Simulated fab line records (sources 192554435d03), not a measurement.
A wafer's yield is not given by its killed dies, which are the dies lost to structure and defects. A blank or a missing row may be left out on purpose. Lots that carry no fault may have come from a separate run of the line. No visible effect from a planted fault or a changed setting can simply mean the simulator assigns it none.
Split-lot study | flow n5_finfet | route with 1938 steps; 7 lots, 21 wafers read

THE SPLIT
At N5_PASSIVATION_PECVD_55 (deposits SiO2 from SiH4/N2O, target thk 400 nm, time 22.5 s), the setting time_s was moved away from the recipe's 22.5 s on 10 of the 21 wafers read, by -10.8% to +10.3%. The other wafers ran this setting at the recipe's value.

The reading is taken at the split's own step.

THE READING
SiO2_of_PASSIVATION_PECVD_55.thk_nm (the simulator's own value, which no gauge read), in nm, at N5_PASSIVATION_PECVD_55 (deposits SiO2 from SiH4/N2O, target thk 400 nm, time 22.5 s). There is no usual value for it anywhere in the file. Here, 11 wafers ran the recipe; their average is 398.9 nm with a standard deviation of 4 nm.

wafer  | tool, chamber at the split | time_s as run, s | against the recipe | SiO2_of_PASSIVATION_PECVD_55.thk_nm, nm | against lot-mates on the recipe
L078.2 | pecvd-01, 1                | 21.5             | -4.4%              | 385.2                                   | -7.8
L078.3 | pecvd-01, 0                | 22.5             | recipe             | 393                                     | -
L078.5 | pecvd-01, 1                | 21.5             | -4.4%              | 390.4                                   | -2.6
L081.1 | pecvd-01, 2                | 22.5             | recipe             | 395.4                                   | -
L081.2 | pecvd-01, 0                | 20.06            | -10.8%             | 351.8                                   | -49.8
L081.4 | pecvd-01, 1                | 22.5             | recipe             | 407.8                                   | -
L084.1 | pecvd-04, 0                | 24.41            | +8.5%              | 432.2                                   | +33.4
L084.3 | pecvd-04, 2                | 22.5             | recipe             | 398.8                                   | -
L084.6 | pecvd-04, 2                | 24.41            | +8.5%              | 436.2                                   | +37.4
L090.1 | pecvd-01, 2                | 22.5             | recipe             | 403.4                                   | -
L090.3 | pecvd-01, 1                | 24.81            | +10.3%             | 441.8                                   | +38.4
L090.5 | pecvd-01, 1                | 24.81            | +10.3%             | 451.6                                   | +48.2
L087.1 | pecvd-01, 2                | 22.5             | recipe             | 399.4                                   | -
L087.3 | pecvd-01, 0                | 22.5             | recipe             | 395.6                                   | -
L087.4 | pecvd-01, 0                | 22.5             | recipe             | 400.4                                   | -
L089.1 | pecvd-01, 2                | 21.06            | -6.4%              | 372.8                                   | -23.9
L089.2 | pecvd-01, 1                | 22.5             | recipe             | 396                                     | -
L089.3 | pecvd-01, 0                | 22.5             | recipe             | 397.4                                   | -
L094.3 | pecvd-04, 0                | 22.5             | recipe             | 401                                     | -
L094.5 | pecvd-04, 2                | 21.11            | -6.2%              | 371.4                                   | -29.6
L094.6 | pecvd-04, 1                | 21.11            | -6.2%              | 378.6                                   | -22.4

THE FIT
A straight line over all 21 wafers: SiO2_of_PASSIVATION_PECVD_55.thk_nm changes by +4.22 nm for each +1% of time_s; r = +0.98; the points scatter about the line by 4.6 nm.
The same after taking each lot's own level away (the mean of its wafers on the recipe; 21 wafers): +4.05 nm for each +1%; r = +0.98; scatter 5.3 nm.
The reading moves by 44 nm for the largest change in time_s, on that fit.
Measured against the standard deviation above, the lots' own levels, which go from 393.00 to 403.40 nm, span 2.6 times it.
The two slopes are in agreement: the lot-to-lot level therefore moves the slope only a little.
Check: for one of the wafers moved furthest among these (-10.8%), held out of the fit, the line's prediction against its lot-mates is -40.6 nm. Against them it came out at -49.8 nm.

THESE WAFERS: OTHER SPLITS
Before the reading, these wafers also passed through other splits. Each is held against what the fit with the lots' levels taken away leaves over:
other split on the same wafers    | wafers away from the commonest value | r with SiO2_of_PASSIVATION_PECVD_55.thk_nm (lot level and that fit taken away)
N5_BEOL_M15_TRENCH_ETCH_34 time_s | 9                                    | +0.23

THE WHOLE CHAIN: every reading that the file lists as answering this split, in the file's order
step                       | what it does                                                | reading                                                                              | change (the file's fit)              | r (the file's)
N5_PASSIVATION_PECVD_55    | deposits SiO2 from SiH4/N2O, target thk 400 nm, time 22.5 s | SiO2_of_PASSIVATION_PECVD_55.thk_nm (the simulator's own value, which no gauge read) | +4.12 nm for each +1% of the setting | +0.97
N5_PASSIVATION_VIA_ETCH_13 | etches SiO2 in CHF3/O2, target depth 660 nm, time 330 s     | etch_rf_on_time_s                                                                    | withheld for each +1% of the setting | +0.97

FILE'S OWN FIT
SiO2_of_PASSIVATION_PECVD_55.thk_nm changes by +4.12 nm for each +1% of time_s, r = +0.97.
